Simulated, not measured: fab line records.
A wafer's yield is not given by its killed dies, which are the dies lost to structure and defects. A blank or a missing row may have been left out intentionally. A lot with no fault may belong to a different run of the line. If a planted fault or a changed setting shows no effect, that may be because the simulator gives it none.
Chamber matching | flow n5-finfet | N5_BEOL_M7_CURE_74 on uv-cure-01: 3 sister chambers
The step cures SiCOH lowk, time 240 s. 14 wafers are shown with their chamber, then 7 later ones without.

## WAFERS WITH THEIR CHAMBER
wafer  | chamber | wafer_temp_C_max | lamp-power-pct (%)
L082.1 | 2       | 387.2            | 52.28
L082.4 | 2       | 387.3            | 52.33
L082.5 | 2       | 387.5            | 52.21
L085.1 | 1       | 387.4            | 52.23
L085.3 | 1       | 387.7            | 52.32
L085.5 | 1       | 386.8            | 52.30
L086.1 | 2       | 388.9            | 52.24
L086.2 | 2       | 388.6            | 52.32
L086.6 | 2       | 386.8            | 52.30
L091.2 | 0       | 386.4            | 52.27
L091.3 | 0       | 386.4            | 52.34
L091.5 | 0       | 386.1            | 52.39
L092.1 | 2       | 387.0            | 52.32
L092.4 | 2       | 386.6            | 52.31

SIGNATURES (means of the wafers above)
reading          | chamber 0 | chamber 1 | chamber 2 | scatter within a chamber
wafer_temp_C_max | 386.300   | 387.300   | 387.488   | 0.696
lamp-power-pct   | 52.3333   | 52.2833   | 52.2888   | 0.0473
Rule: for each reading, subtract the chamber's mean from the wafer's reading, divide by that reading's scatter and square the result; add these up over the readings and take the root, which gives the wafer's distance from the chamber. If the next closest chamber is less than 2 further off than the closest, the wafer can't be placed; otherwise it belongs to the closest. The scatter is the square root of a quotient: the sum, over the shown wafers, of each reading's squared deviation from its chamber's mean, divided by wafers minus chambers.

## WAFERS WITHOUT THEIR CHAMBER
wafer  | wafer_temp_C_max | lamp-power-pct (%)
L092.6 | 386.9            | 52.35
L094.3 | 386.0            | 52.27
L094.4 | 386.3            | 52.32
L094.6 | 386.3            | 52.34
L097.3 | 386.0            | 52.33
L097.4 | 386.0            | 52.32
L097.6 | 386.0            | 52.29

## WHICH CHAMBER EACH ONE RAN IN
wafer  | from the rows above          | in truth
L092.6 | can't be placed: 0 or 1 or 2 | 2
L094.3 | can't be placed: 0 or 1 or 2 | 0
L094.4 | can't be placed: 0 or 1 or 2 | 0
L094.6 | can't be placed: 0 or 1 or 2 | 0
L097.3 | can't be placed: 0 or 1 or 2 | 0
L097.4 | can't be placed: 0 or 1 or 2 | 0
L097.6 | can't be placed: 0 or 1 or 2 | 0
Correctly placed: 0 of 7. Cannot be placed on the basis of these rows: 7; the candidates contain the true chamber in 7. Number placed wrongly: 0.
